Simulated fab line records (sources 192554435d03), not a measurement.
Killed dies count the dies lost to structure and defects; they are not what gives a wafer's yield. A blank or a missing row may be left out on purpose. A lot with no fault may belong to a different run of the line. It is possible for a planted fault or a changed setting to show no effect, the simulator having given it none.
The tool behind it: which one? :: flow n5 finfet :: Sampling: 6 lots, 16 wafers, 2 of 1938 route steps

== WHAT EACH GAUGE READ, for each wafer ==
N5_BEOL_M5_OCD_MEAS_38.
lot: L644
measured: day 9 07:32
on: ocd-02
trench depth nm (nm): 73.0 68.3 70.1

lot: L650
measured: day 10 11:31
on: ocd-02
trench depth nm (nm): 71.2 72.4 71.8

lot: L649
measured: day 10 23:08
on: ocd-02
trench depth nm (nm): 73.3

lot: L657
measured: day 12 02:05
on: ocd-01
trench depth nm (nm): 72.3 71.0 70.5

lot: L664
measured: day 13 21:41
on: ocd-02
trench depth nm (nm): 71.5 70.5 73.0

lot: L666
measured: day 14 04:59
on: ocd-01
trench depth nm (nm): 72.5 70.9 72.5

== WHAT TOOL EACH LOT RAN ON (gives the tool, then ch and the chambers of the sampled wafers, and finally the start) ==
lot: L644
N5_BEOL_M5_ETCH_41: rie diel-02 ch 1,2,3, day 9 07:32 or earlier

lot: L650
N5_BEOL_M5_ETCH_41: rie diel-06 ch 0,3, day 10 11:31 or earlier

lot: L649
N5_BEOL_M5_ETCH_41: rie diel-02 ch 3, day 10 23:08 or earlier

lot: L657
N5_BEOL_M5_ETCH_41: rie diel-06 ch 1,2,3, day 12 02:05 or earlier

lot: L664
N5_BEOL_M5_ETCH_41: rie diel-06 ch 0,1,3, day 13 21:41 or earlier

lot: L666
N5_BEOL_M5_ETCH_41: rie diel-06 ch 0,1,2, day 14 04:59 or earlier
- N5_BEOL_M5_ETCH_41: etches SiCN in CH3F/O2, target depth 31.5 nm, time 56.7 s.

== THE ANSWER, worked out from the rows above alone ==
Rule: what is usual is taken from the lots themselves. The widest of any qualifying gaps counts: lots, ordered by their means at a reading, are off when they make up no more than a third of the lots, leave a main group of 4 or more, and stand apart from it by 3 or more times the standard deviation of that group's means. A main group is skipped when, at the precision printed for the reading in the tables above, its means are all equal. A lot without any number at a reading at which 4 lots or more have one is off too. The other lots that the step has rows for count as sound.
Across all readings shown, no lot is off: no conclusion can be drawn from this.

== WHAT THE SIMULATOR HAD PUT IN ==
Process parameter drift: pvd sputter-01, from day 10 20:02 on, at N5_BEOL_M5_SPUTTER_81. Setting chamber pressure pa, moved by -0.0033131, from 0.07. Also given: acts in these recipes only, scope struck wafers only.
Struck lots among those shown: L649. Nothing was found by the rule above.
